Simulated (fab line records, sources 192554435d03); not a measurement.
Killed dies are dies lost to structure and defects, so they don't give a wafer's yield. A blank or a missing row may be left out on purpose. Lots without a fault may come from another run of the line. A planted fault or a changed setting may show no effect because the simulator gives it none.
Which tool did it? | flow n5_finfet | 24 lots, 72 wafers sampled, at 3 steps of a route of 1938

WHAT THE GAUGES READ, wafer by wafer
N5_GATE_CUT_CD_MEAS_13: target cd 20 nm.
lot  | measured     | on        | cd_nm (nm)
L074 | day 4 11:04  | cd_sem-02 | 20.64 20.20 20.54
L075 | day 4 23:28  | cd_sem-02 | 20.50 20.29 20.74
L076 | day 5 04:29  | cd_sem-02 | 20.20 20.14 20.13
L077 | day 5 10:12  | cd_sem-02 | 19.83 20.24 20.10
L078 | day 5 10:47  | cd_sem-01 | 19.68 19.99 19.75
L079 | day 5 17:49  | cd_sem-03 | 19.34 19.50 19.85
L080 | day 6 00:23  | cd_sem-01 | 20.22 20.29 20.44
L081 | day 6 05:26  | cd_sem-03 | 20.06 19.82 19.69
L082 | day 6 10:25  | cd_sem-01 | 20.17 20.16 20.04
L083 | day 6 21:29  | cd_sem-01 | 20.32 20.30 20.70
L084 | day 6 23:38  | cd_sem-01 | 20.17 20.53 20.45
L085 | day 7 05:41  | cd_sem-03 | 19.80 20.26 19.99
L086 | day 7 13:38  | cd_sem-03 | 20.14 19.90 19.89
L087 | day 7 15:49  | cd_sem-03 | 19.63 19.88 19.69
L088 | day 7 23:07  | cd_sem-03 | 20.07 20.07 20.27
L089 | day 8 08:14  | cd_sem-03 | 20.53 20.14 20.08
L090 | day 8 11:19  | cd_sem-02 | 20.17 20.29 20.47
L091 | day 8 19:14  | cd_sem-03 | 20.43 20.42 20.17
L092 | day 8 22:09  | cd_sem-03 | 20.02 20.13 20.15
L093 | day 9 03:38  | cd_sem-03 | 19.86 20.15 19.93
L094 | day 9 10:50  | cd_sem-03 | 19.98 20.04 20.10
L095 | day 9 14:17  | cd_sem-02 | 19.52 19.86 19.88
L096 | day 10 02:59 | cd_sem-01 | 20.13 19.96 20.16
L097 | day 10 09:11 | cd_sem-03 | 19.83 19.89 19.74

WHICH TOOL RAN EACH LOT (tool, then ch and the chambers of the sampled wafers, then the start)
lot  | N5_GATE_CUT_ETCHBACK_30           | N5_GATE_CUT_VAPOR_ETCH_60
L074 | rie_metal-02 ch 0,1, day 4 07:43  | rie_metal-02 ch 0,1, day 4 07:45
L075 | rie_metal-02 ch 0,1, day 4 19:49  | rie_metal-02 ch 0,1, day 4 19:51
L076 | rie_metal-03 ch 0,1, day 5 00:35  | rie_metal-03 ch 0,1, day 5 00:37
L077 | rie_metal-01 ch 0, day 5 06:48    | rie_metal-01 ch 0, day 5 06:52
L078 | rie_metal-03 ch 0, day 5 07:19    | rie_metal-03 ch 0, day 5 07:21
L079 | rie_metal-02 ch 0,1, day 5 14:17  | rie_metal-02 ch 0,1, day 5 14:19
L080 | rie_metal-03 ch 0,1, day 5 20:58  | rie_metal-03 ch 0,1, day 5 21:00
L081 | rie_metal-02 ch 0,1, day 6 02:07  | rie_metal-02 ch 0,1, day 6 02:08
L082 | rie_metal-03 ch 0, day 6 07:04    | rie_metal-03 ch 0, day 6 07:06
L083 | rie_metal-03 ch 1, day 6 17:59    | rie_metal-03 ch 1, day 6 18:02
L084 | rie_metal-03 ch 1, day 6 20:08    | rie_metal-03 ch 1, day 6 20:12
L085 | rie_metal-01 ch 0,1, day 7 02:17  | rie_metal-01 ch 0,1, day 7 02:19
L086 | rie_metal-02 ch 0,1, day 7 10:18  | rie_metal-02 ch 0,1, day 7 10:20
L087 | rie_metal-03 ch 0, day 7 12:23    | rie_metal-03 ch 0, day 7 12:26
L088 | rie_metal-02 ch 0,1, day 7 19:47  | rie_metal-02 ch 0,1, day 7 19:49
L089 | rie_metal-02 ch 0,1, day 8 04:53  | rie_metal-02 ch 0,1, day 8 04:55
L090 | rie_metal-03 ch 0,1, day 8 07:46  | rie_metal-03 ch 0,1, day 8 07:47
L091 | rie_metal-02 ch 0,1, day 8 15:33  | rie_metal-02 ch 0,1, day 8 15:35
L092 | rie_metal-01 ch 0,1, day 8 18:41  | rie_metal-01 ch 0,1, day 8 18:43
L093 | rie_metal-03 ch 0,1, day 9 00:12  | rie_metal-03 ch 0,1, day 9 00:14
L094 | rie_metal-03 ch 0, day 9 07:21    | rie_metal-03 ch 0, day 9 07:25
L095 | rie_metal-03 ch 0, day 9 10:45    | rie_metal-03 ch 0, day 9 10:49
L096 | rie_metal-01 ch 0,1, day 9 23:29  | rie_metal-01 ch 0,1, day 9 23:31
L097 | rie_metal-02 ch 0,1, day 10 05:42 | rie_metal-02 ch 0,1, day 10 05:44
- N5_GATE_CUT_ETCHBACK_30: etches TiN in Cl2/Ar, target depth 3 nm.
- N5_GATE_CUT_VAPOR_ETCH_60: etches HfO2 in BCl3/Cl2.

WHAT THE TOOLS THEMSELVES READ (means of the sampled wafers that have a number; where no wafer has one, the mark that the record gives instead)
N5_GATE_CUT_ETCHBACK_30.
lot  | tool         | drypump_motor_current_A (A) | oes_ar_750_au (a.u.) | oes_product_au (a.u.) | throttle_valve_pct (%)
L074 | rie_metal-02 | 5.56                        | 0.84                 | 0.84                  | 20.66
L075 | rie_metal-02 | 5.56                        | 0.83                 | 0.84                  | 20.66
L076 | rie_metal-03 | 5.72                        | 0.60                 | 0.61                  | 21.05
L077 | rie_metal-01 | 5.74                        | 0.97                 | 1.00                  | 20.87
L078 | rie_metal-03 | 5.71                        | 0.62                 | 0.62                  | 21.37
L079 | rie_metal-02 | 5.55                        | 0.83                 | 0.83                  | 20.67
L080 | rie_metal-03 | 5.72                        | 0.59                 | 0.61                  | 21.05
L081 | rie_metal-02 | 5.47                        | 0.82                 | 0.81                  | 20.75
L082 | rie_metal-03 | 5.72                        | 0.62                 | 0.61                  | 21.37
L083 | rie_metal-03 | 5.73                        | 0.57                 | 0.60                  | 20.91
L084 | rie_metal-03 | 5.72                        | 0.57                 | 0.60                  | 20.91
L085 | rie_metal-01 | 5.77                        | 0.94                 | 0.95                  | 20.97
L086 | rie_metal-02 | 5.56                        | 0.82                 | 0.81                  | 20.69
L087 | rie_metal-03 | 5.71                        | 0.61                 | 0.60                  | 21.39
L088 | rie_metal-02 | 5.55                        | 0.82                 | 0.81                  | 20.67
L089 | rie_metal-02 | 5.45                        | 0.80                 | 0.81                  | 20.76
L090 | rie_metal-03 | 5.70                        | 0.72                 | 0.73                  | 21.14
L091 | rie_metal-02 | 5.56                        | 0.81                 | 0.81                  | 20.68
L092 | rie_metal-01 | 5.79                        | 0.91                 | 0.92                  | 20.99
L093 | rie_metal-03 | 5.71                        | 0.71                 | 0.72                  | 21.16
L094 | rie_metal-03 | 5.71                        | 0.60                 | 0.60                  | 21.40
L095 | rie_metal-03 | 5.68                        | 0.61                 | 0.60                  | 21.39
L096 | rie_metal-01 | 5.77                        | 0.91                 | 0.91                  | 20.99
L097 | rie_metal-02 | 5.46                        | 0.79                 | 0.80                  | 20.77

N5_GATE_CUT_VAPOR_ETCH_60.
lot  | tool         | drypump_motor_current_A (A) | oes_product_au (a.u.)
L074 | rie_metal-02 | 5.57                        | 0.87
L075 | rie_metal-02 | 5.55                        | 0.86
L076 | rie_metal-03 | 5.72                        | 0.62
L077 | rie_metal-01 | 5.73                        | 1.01
L078 | rie_metal-03 | 5.69                        | 0.63
L079 | rie_metal-02 | 5.56                        | 0.84
L080 | rie_metal-03 | 5.72                        | 0.61
L081 | rie_metal-02 | 5.46                        | 0.85
L082 | rie_metal-03 | 5.72                        | 0.63
L083 | rie_metal-03 | 5.72                        | 0.60
L084 | rie_metal-03 | 5.71                        | 0.60
L085 | rie_metal-01 | 5.77                        | 0.95
L086 | rie_metal-02 | 5.54                        | 0.83
L087 | rie_metal-03 | 5.69                        | 0.63
L088 | rie_metal-02 | 5.55                        | 0.83
L089 | rie_metal-02 | 5.45                        | 0.84
L090 | rie_metal-03 | 5.72                        | 0.74
L091 | rie_metal-02 | 5.55                        | 0.83
L092 | rie_metal-01 | 5.77                        | 0.91
L093 | rie_metal-03 | 5.71                        | 0.73
L094 | rie_metal-03 | 5.70                        | 0.62
L095 | rie_metal-03 | 5.71                        | 0.62
L096 | rie_metal-01 | 5.78                        | 0.91
L097 | rie_metal-02 | 5.45                        | 0.81

THE ANSWER, worked out from the rows above alone
Rule: what is usual is taken from the lots themselves. Put in order of their means at a reading, lots are off if they are a third of the lots or fewer, leave a main group of 4 or more, and stand apart from it by a gap of 3 or more times the standard deviation of the main group's means; of several such gaps the widest counts. A main group whose means are all the same, to the digits that the tables above print for the reading, isn't used. A lot without any number at a reading at which 4 lots or more have one is off too. The other lots that the step has rows for count as sound. The gauges are gone through in route order, then the tools' own readings, and for those a lot's mean is taken as printed above. The first step at which some lot is off is used, and at that step the reading that is off furthest; a lot without a number counts as furthest.
No lot is off at any reading shown: from this, nothing can be told.

WHAT THE SIMULATOR HAD PUT IN
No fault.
